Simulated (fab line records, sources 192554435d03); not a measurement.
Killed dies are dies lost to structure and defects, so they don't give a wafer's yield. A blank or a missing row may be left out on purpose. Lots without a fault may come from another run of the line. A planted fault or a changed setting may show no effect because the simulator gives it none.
Which tool did it? | flow n5_finfet | 24 lots, 72 wafers sampled, at 6 steps of a route of 1938

WHAT THE GAUGES READ, wafer by wafer
N5_BEOL_M10_OVL_MEAS_12. Usual: M10_OVL -0.3 nm, standard deviation 0.76.
lot  | measured     | on         | M10_OVL (nm)   | flag
L074 | day 10 07:25 | overlay-02 | 0.2 -0.4 -0.8  |
L077 | day 10 10:47 | overlay-01 | -1.4 -1.6 -1.5 |
L075 | day 10 10:57 | overlay-02 | -0.7 1.1 -0.8  |
L076 | day 10 17:04 | overlay-01 | 0.5 -0.2 0.4   |
L079 | day 11 03:07 | overlay-01 | 0.9 0.2 0.3    |
L078 | day 11 06:16 | overlay-01 | 0.5 -1.4 -0.1  |
L080 | day 11 15:21 | overlay-02 | -0.8 -1.3 -0.1 |
L081 | day 11 22:14 | overlay-02 | 0.2 0.6 1.0    |
L082 | day 12 16:05 | overlay-01 | -0.9 0.1 -1.1  |
L083 | day 12 19:26 | overlay-01 | -0.6 -0.4 -1.0 |
L084 | day 12 19:35 | overlay-01 | 0.9 -1.3 0.8   |
L085 | day 13 06:52 | overlay-01 | -0.7 -0.9 -0.5 |
L086 | day 13 12:52 | overlay-02 | -0.2 0.5 -1.2  |
L089 | day 13 18:48 | overlay-01 | -0.8 -0.3 -1.4 |
L087 | day 13 21:59 | overlay-02 | -0.4 0.2 0.1   |
L088 | day 13 22:08 | overlay-01 | 0.2 0.7 -1.0   |
L090 | day 14 14:54 | overlay-02 | -0.9 -0.9 -1.1 |
L092 | day 14 20:08 | overlay-01 | -1.0 -1.3 0.0  |
L093 | day 14 19:36 | overlay-01 | -0.1 -1.6 -1.2 |
L094 | day 15 06:26 | overlay-01 | 0.4 0.7 0.5    |
L095 | day 15 16:19 | overlay-01 | 0.7 0.6 0.2    |
L096 | day 15 19:32 | overlay-01 | -1.0 -0.9 -0.5 |
L097 | day 15 19:56 | overlay-02 | -0.3 0.6 0.7   |
L091 | day 16 13:29 | overlay-02 | 0.5 0.9 0.8    |

N5_BEOL_M10_INSPECT_13: inspects for defects (brightfield). Usual: raw_defect_count 440, standard deviation 110.
lot  | measured     | on                | raw_defect_count | flag
L074 | day 10 07:26 | defect_inspect-01 | 324 513 384      |
L077 | day 10 10:49 | defect_inspect-02 | 529 534 491      |
L075 | day 10 10:59 | defect_inspect-01 | 424 378 414      |
L076 | day 10 17:05 | defect_inspect-02 | 287 356 491      |
L079 | day 11 03:19 | defect_inspect-01 | 250 262 314      |
L078 | day 11 06:17 | defect_inspect-02 | 570 473 480      |
L080 | day 11 15:22 | defect_inspect-02 | 695 549 491      |
L081 | day 11 22:16 | defect_inspect-02 | 504 768 686      |
L082 | day 12 16:07 | defect_inspect-01 | 410 506 536      |
L083 | day 12 19:28 | defect_inspect-01 | 335 351 361      |
L084 | day 12 19:37 | defect_inspect-02 | 394 411 340      |
L085 | day 13 06:53 | defect_inspect-02 | 456 363 493      |
L086 | day 13 12:53 | defect_inspect-02 | 386 516 405      |
L089 | day 13 18:50 | defect_inspect-02 | 330 379 373      |
L087 | day 13 22:00 | defect_inspect-01 | 360 291 324      |
L088 | day 13 22:10 | defect_inspect-02 | 436 762 780      |
L090 | day 14 14:55 | defect_inspect-02 | 561 357 348      |
L092 | day 14 20:10 | defect_inspect-02 | 420 398 442      |
L093 | day 14 19:38 | defect_inspect-01 | 283 307 406      |
L094 | day 15 06:28 | defect_inspect-02 | 561 584 549      |
L095 | day 15 16:20 | defect_inspect-02 | 577 534 404      |
L096 | day 15 19:34 | defect_inspect-02 | 527 373 419      |
L097 | day 15 19:58 | defect_inspect-01 | 355 338 453      |
L091 | day 16 13:31 | defect_inspect-02 | 324 439 320      |

N5_BEOL_M11_CD_MEAS_28: target cd 70 nm. Usual: cd_nm 69.8 nm, standard deviation 1.
lot  | measured     | on        | cd_nm (nm)     | flag
L074 | day 10 15:46 | cd_sem-01 | 70.0 69.9 71.9 |
L077 | day 10 18:13 | cd_sem-02 | 69.1 69.0 69.8 |
L075 | day 10 18:26 | cd_sem-01 | 70.2 70.5 69.2 |
L076 | day 11 05:16 | cd_sem-02 | 70.1 72.2 71.7 |
L079 | day 11 14:52 | cd_sem-02 | 70.0 69.9 70.5 |
L078 | day 11 17:15 | cd_sem-02 | 71.6 72.7 70.9 |
L080 | day 12 03:57 | cd_sem-03 | 69.6 68.1 68.2 |
L081 | day 12 09:38 | cd_sem-01 | 69.5 70.1 70.3 |
L082 | day 13 01:13 | cd_sem-01 | 70.7 69.6 69.6 |
L083 | day 13 05:32 | cd_sem-01 | 68.8 67.7 67.5 |
L084 | day 13 05:42 | cd_sem-03 | 70.6 70.7 71.0 |
L085 | day 13 17:50 | cd_sem-01 | 68.8 69.7 69.3 |
L086 | day 13 21:08 | cd_sem-02 | 67.8 68.5 69.1 |
L089 | day 14 04:56 | cd_sem-01 | 69.2 69.2 70.0 |
L087 | day 14 09:49 | cd_sem-02 | 68.6 69.5 68.5 |
L088 | day 14 06:59 | cd_sem-02 | 68.7 68.3 69.1 |
L090 | day 15 01:11 | cd_sem-03 | 70.1 70.2 69.9 |
L092 | day 15 08:29 | cd_sem-01 | 68.4 70.0 69.5 |
L093 | day 15 08:19 | cd_sem-02 | 71.4 69.3 70.2 |
L094 | day 15 16:06 | cd_sem-01 | 70.5 68.5 69.5 |
L095 | day 16 01:13 | cd_sem-03 | 71.8 71.4 70.5 |
L096 | day 16 06:26 | cd_sem-01 | 69.0 69.9 68.8 |
L097 | day 16 05:53 | cd_sem-02 | 71.8 70.2 70.1 |
L091 | day 17 01:14 | cd_sem-03 | 70.0 70.1 71.3 |

WHICH TOOL RAN EACH LOT (tool, then ch and the chambers of the sampled wafers, then the start)
lot  | N5_BEOL_M10_CURE_71           | N5_BEOL_M10_ETCH_41                           | N5_BEOL_M10_ANNEAL_51
L074 | uv_cure-03 ch 2, day 10 05:26 | rie_diel-04 ch 0,1,3, day 10 11:57 or earlier | rtp_anneal-02 ch 0, day 10 11:57
L077 | uv_cure-01 ch 0, day 10 08:55 | rie_diel-04 ch 0,1,3, day 10 14:40 or earlier | rtp_anneal-02 ch 0, day 10 14:40
L075 | uv_cure-02 ch 2, day 10 09:21 | rie_diel-01 ch 0,2,3, day 10 14:51 or earlier | rtp_anneal-01 ch 0, day 10 14:51
L076 | uv_cure-02 ch 0, day 10 15:13 | rie_diel-01 ch 1,2,3, day 10 22:40 or earlier | rtp_anneal-01 ch 0, day 10 22:40
L079 | uv_cure-03 ch 2, day 11 01:35 | rie_diel-01 ch 0,2, day 11 09:36 or earlier   | rtp_anneal-02 ch 0, day 11 09:36
L078 | uv_cure-03 ch 0, day 11 03:57 | rie_diel-04 ch 0,1,3, day 11 13:34 or earlier | rtp_anneal-02 ch 0, day 11 13:34
L080 | uv_cure-02 ch 2, day 11 14:10 | rie_diel-01 ch 0,1,2, day 11 20:34 or earlier | rtp_anneal-01 ch 0, day 11 20:34
L081 | uv_cure-02 ch 2, day 11 20:15 | rie_diel-01 ch 0,1, day 12 04:17 or earlier   | rtp_anneal-02 ch 0, day 12 04:17
L082 | uv_cure-01 ch 0, day 12 12:47 | rie_diel-04 ch 1,2,3, day 12 20:38 or earlier | rtp_anneal-01 ch 0, day 12 20:38
L083 | uv_cure-02 ch 1, day 12 17:36 | rie_diel-04 ch 1,3, day 13 01:55 or earlier   | rtp_anneal-01 ch 0, day 13 01:55
L084 | uv_cure-02 ch 2, day 12 18:10 | rie_diel-02 ch 0,2,3, day 13 02:07 or earlier | rtp_anneal-02 ch 0, day 13 02:07
L085 | uv_cure-01 ch 0, day 13 04:28 | rie_diel-02 ch 0,1,2, day 13 12:33 or earlier | rtp_anneal-02 ch 0, day 13 12:33
L086 | uv_cure-02 ch 2, day 13 10:59 | rie_diel-01 ch 0,1, day 13 16:49 or earlier   | rtp_anneal-01 ch 0, day 13 16:49
L089 | uv_cure-03 ch 2, day 13 16:27 | rie_diel-02 ch 0,2,3, day 13 23:38 or earlier | rtp_anneal-01 ch 0, day 13 23:38
L087 | uv_cure-02 ch 0, day 13 19:53 | rie_diel-01 ch 0,2,3, day 14 03:21 or earlier | rtp_anneal-01 ch 0, day 14 03:21
L088 | uv_cure-01 ch 0, day 13 19:59 | rie_diel-01 ch 0,1, day 14 02:07 or earlier   | rtp_anneal-01 ch 0, day 14 02:07
L090 | uv_cure-02 ch 0, day 14 13:11 | rie_diel-01 ch 0,1,3, day 14 19:05 or earlier | rtp_anneal-01 ch 0, day 14 19:05
L092 | uv_cure-02 ch 2, day 14 17:45 | rie_diel-04 ch 0,2, day 15 02:16 or earlier   | rtp_anneal-02 ch 0, day 15 02:16
L093 | uv_cure-03 ch 1, day 14 17:45 | rie_diel-02 ch 0,3, day 15 02:35 or earlier   | rtp_anneal-02 ch 0, day 15 02:35
L094 | uv_cure-01 ch 2, day 15 04:53 | rie_diel-04 ch 0,1, day 15 12:02 or earlier   | rtp_anneal-01 ch 0, day 15 12:02
L095 | uv_cure-02 ch 2, day 15 13:56 | rie_diel-02 ch 0,2, day 15 21:07 or earlier   | rtp_anneal-02 ch 0, day 15 21:07
L096 | uv_cure-03 ch 2, day 15 16:34 | rie_diel-04 ch 0,1, day 16 01:37 or earlier   | rtp_anneal-01 ch 0, day 16 01:37
L097 | uv_cure-02 ch 0, day 15 18:01 | rie_diel-02 ch 1,2, day 16 01:30 or earlier   | rtp_anneal-02 ch 0, day 16 01:30
L091 | uv_cure-01 ch 1, day 16 09:25 | rie_diel-01 ch 0,1,2, day 16 17:42 or earlier | rtp_anneal-01 ch 0, day 16 17:42
- N5_BEOL_M10_CURE_71: cures SiCOH lowk, time 240 s.
- N5_BEOL_M10_ETCH_41: etches SiCN in CH3F/O2, target depth 42.6 nm, time 86 s.
- N5_BEOL_M10_ANNEAL_51: time 90 s.

WHAT THE TOOLS THEMSELVES READ (means of the sampled wafers that have a number; where no wafer has one, the mark that the record gives instead)
N5_BEOL_M10_CURE_71. Usual: lamp_power_pct 52.31 %, standard deviation 0.054; wafer_temp_C_max 386.7, standard deviation 0.51.
lot  | tool       | lamp_power_pct (%) | wafer_temp_C_max | flag
L074 | uv_cure-03 | 52.31              | 386.4            |
L077 | uv_cure-01 | 52.37              | 387.3            |
L075 | uv_cure-02 | 52.26              | 387.0            |
L076 | uv_cure-02 | 52.30              | 386.2            |
L079 | uv_cure-03 | 52.27              | 386.7            |
L078 | uv_cure-03 | 52.35              | 386.1            |
L080 | uv_cure-02 | 52.32              | 387.1            |
L081 | uv_cure-02 | 52.26              | 387.2            |
L082 | uv_cure-01 | 52.30              | 386.7            |
L083 | uv_cure-02 | 52.31              | 385.9            |
L084 | uv_cure-02 | 52.33              | 387.3            |
L085 | uv_cure-01 | 52.33              | 386.7            |
L086 | uv_cure-02 | 52.27              | 387.0            |
L089 | uv_cure-03 | 52.28              | 386.6            |
L087 | uv_cure-02 | 52.36              | 386.6            |
L088 | uv_cure-01 | 52.31              | 387.1            |
L090 | uv_cure-02 | 52.37              | 386.4            |
L092 | uv_cure-02 | 52.36              | 386.8            |
L093 | uv_cure-03 | 52.27              | 386.5            |
L094 | uv_cure-01 | 52.36              | 386.7            |
L095 | uv_cure-02 | 52.34              | 386.9            |
L096 | uv_cure-03 | 52.37              | 386.4            |
L097 | uv_cure-02 | 52.35              | 386.2            |
L091 | uv_cure-01 | 52.31              | 386.9            |

N5_BEOL_M10_ETCH_41. Usual: drypump_motor_current_A 5.9 A, standard deviation 0.42; oes_product_au 0.78 a.u., standard deviation 0.085; rf_vpp_V 297.2 V, standard deviation 1.3; showerhead_plenum_p_Torr 1.99 Torr, standard deviation 0.057; throttle_valve_pct 16.42 %, standard deviation 0.2.
lot  | tool        | drypump_motor_current_A (A) | oes_product_au (a.u.) | rf_vpp_V (V) | showerhead_plenum_p_Torr (Torr) | throttle_valve_pct (%) | flag
L074 | rie_diel-04 | 5.5                         | 0.83                  | 297.5        | 2.02                            | 16.44                  |
L077 | rie_diel-04 | 5.5                         | 0.82                  | 297.3        | 2.02                            | 16.44                  |
L075 | rie_diel-01 | 6.1                         | 0.72                  | 295.8        | 1.96                            | 16.43                  |
L076 | rie_diel-01 | 6.2                         | 0.75                  | 297.2        | 1.99                            | 16.53                  |
L079 | rie_diel-01 | 5.8                         | 0.72                  | 295.3        | 1.90                            | 16.28                  |
L078 | rie_diel-04 | 5.5                         | 0.81                  | 297.2        | 2.02                            | 16.45                  |
L080 | rie_diel-01 | 5.9                         | 0.74                  | 296.2        | 1.94                            | 16.38                  |
L081 | rie_diel-01 | 6.1                         | 0.77                  | 296.3        | 1.97                            | 16.41                  |
L082 | rie_diel-04 | 5.7                         | 0.81                  | 297.0        | 2.02                            | 16.37                  |
L083 | rie_diel-04 | 5.5                         | 0.83                  | 297.9        | 2.02                            | 16.51                  |
L084 | rie_diel-02 | 6.0                         | 0.74                  | 297.7        | 2.04                            | 16.52                  |
L085 | rie_diel-02 | 6.2                         | 0.75                  | 297.5        | 2.04                            | 16.61                  |
L086 | rie_diel-01 | 6.1                         | 0.76                  | 296.9        | 1.97                            | 16.40                  |
L089 | rie_diel-02 | 6.0                         | 0.73                  | 298.3        | 2.04                            | 16.54                  |
L087 | rie_diel-01 | 6.1                         | 0.80                  | 296.1        | 1.95                            | 16.32                  |
L088 | rie_diel-01 | 6.0                         | 0.73                  | 296.9        | 1.93                            | 16.35                  |
L090 | rie_diel-01 | 6.2                         | 0.82                  | 297.8        | 1.98                            | 16.35                  |
L092 | rie_diel-04 | 5.5                         | 0.88                  | 297.7        | 1.98                            | 16.03                  |
L093 | rie_diel-02 | 5.9                         | 0.77                  | 297.3        | 2.02                            | 16.40                  |
L094 | rie_diel-04 | 5.4                         | 0.87                  | 297.3        | 1.98                            | 16.18                  |
L095 | rie_diel-02 | 6.3                         | 0.77                  | 297.1        | 2.05                            | 16.57                  |
L096 | rie_diel-04 | 5.4                         | 0.86                  | 297.2        | 1.98                            | 16.19                  |
L097 | rie_diel-02 | 6.1                         | 0.71                  | 297.5        | 2.02                            | 16.74                  |
L091 | rie_diel-01 | 5.9                         | 0.73                  | 295.9        | 1.93                            | 16.43                  |

N5_BEOL_M10_ANNEAL_51. Usual: wafer_temp_C_max 225.99, standard deviation 0.29.
lot  | tool          | wafer_temp_C_max | flag
L074 | rtp_anneal-02 | 225.76           |
L077 | rtp_anneal-02 | 225.85           |
L075 | rtp_anneal-01 | 226.18           |
L076 | rtp_anneal-01 | 226.13           |
L079 | rtp_anneal-02 | 225.73           |
L078 | rtp_anneal-02 | 225.95           |
L080 | rtp_anneal-01 | 226.14           |
L081 | rtp_anneal-02 | 225.67           |
L082 | rtp_anneal-01 | 226.23           |
L083 | rtp_anneal-01 | 225.86           |
L084 | rtp_anneal-02 | 225.96           |
L085 | rtp_anneal-02 | 225.70           |
L086 | rtp_anneal-01 | 225.95           |
L089 | rtp_anneal-01 | 226.31           |
L087 | rtp_anneal-01 | 225.96           |
L088 | rtp_anneal-01 | 226.20           |
L090 | rtp_anneal-01 | 226.26           |
L092 | rtp_anneal-02 | 225.75           |
L093 | rtp_anneal-02 | 225.82           |
L094 | rtp_anneal-01 | 226.02           |
L095 | rtp_anneal-02 | 225.84           |
L096 | rtp_anneal-01 | 226.37           |
L097 | rtp_anneal-02 | 225.73           |
L091 | rtp_anneal-01 | 226.35           |

THE ANSWER, worked out from the rows above alone
Rule: a lot is off if the mean of its wafers that have a number lies more than 3 standard deviations from the usual mean. A lot without any number at a reading at which 4 lots or more have one is off too. The other lots that the step has rows for count as sound. The gauges are gone through in route order, then the tools' own readings, and for those a lot's mean is taken as printed above. The first step at which some lot is off is used, and at that step the reading that is off furthest; a lot without a number counts as furthest.
No lot is off at any reading shown: from this, nothing can be told.

WHAT THE SIMULATOR HAD PUT IN
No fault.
